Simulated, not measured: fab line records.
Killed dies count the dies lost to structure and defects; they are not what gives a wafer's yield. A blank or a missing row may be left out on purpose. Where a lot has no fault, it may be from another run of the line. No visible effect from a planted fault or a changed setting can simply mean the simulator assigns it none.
Matching of chambers || flow n5-finfet || rie-diel-01 running N5_MOL_CONTACT_COAG_ETCH_89: 4 sister chambers
The step etches underlayer in N2/H2, target depth 13 nm, time 10.4 s. 4 wafers are shown with their chamber, then 7 later ones without.

WAFERS, EACH WITH ITS CHAMBER
{"wafer": "L385.6", "chamber": 0, "showerhead-plenum-p-Torr (Torr)": 2.57}
{"wafer": "L386.4", "chamber": 3, "showerhead-plenum-p-Torr (Torr)": 2.50}
{"wafer": "L399.1", "chamber": 2, "showerhead-plenum-p-Torr (Torr)": 2.71}
{"wafer": "L399.4", "chamber": 1, "showerhead-plenum-p-Torr (Torr)": 2.70}

WAFERS WHOSE CHAMBER IS MISSING
{"wafer": "L399.6", "showerhead-plenum-p-Torr (Torr)": 2.70}
{"wafer": "L401.1", "showerhead-plenum-p-Torr (Torr)": 2.56}
{"wafer": "L401.5", "showerhead-plenum-p-Torr (Torr)": 2.55}
{"wafer": "L401.6", "showerhead-plenum-p-Torr (Torr)": 2.49}
{"wafer": "L403.2", "showerhead-plenum-p-Torr (Torr)": 2.55}
{"wafer": "L403.4", "showerhead-plenum-p-Torr (Torr)": 2.70}
{"wafer": "L403.5", "showerhead-plenum-p-Torr (Torr)": 2.49}

EACH ONE'S CHAMBER
{"wafer": "L399.6", "from the rows above": "can't be placed: 1 or 2", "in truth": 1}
{"wafer": "L401.1", "from the rows above": 0, "in truth": 0}
{"wafer": "L401.5", "from the rows above": 0, "in truth": 0}
{"wafer": "L401.6", "from the rows above": 3, "in truth": 3}
{"wafer": "L403.2", "from the rows above": 0, "in truth": 0}
{"wafer": "L403.4", "from the rows above": "can't be placed: 1 or 2", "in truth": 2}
{"wafer": "L403.5", "from the rows above": 3, "in truth": 3}
Placed correctly: 5 of 7. Can't be placed from these rows: 2 (the true chamber is among the candidates in 2). Wrongly placed: 0.
How it was worked out, from the rows above alone: a wafer's distance from a chamber is the root of the sum, over the readings, of the square of ((its reading less the chamber's mean) divided by the reading's scatter). The wafer belongs to the nearest chamber; if the next one is less than 2 further off, it can't be placed. For every chamber, the mean is computed from those of its wafers that are shown. The scatter (one wafer shown for each chamber): square how far every hidden wafer sits from the nearest shown wafer, average those squares and take the square root.
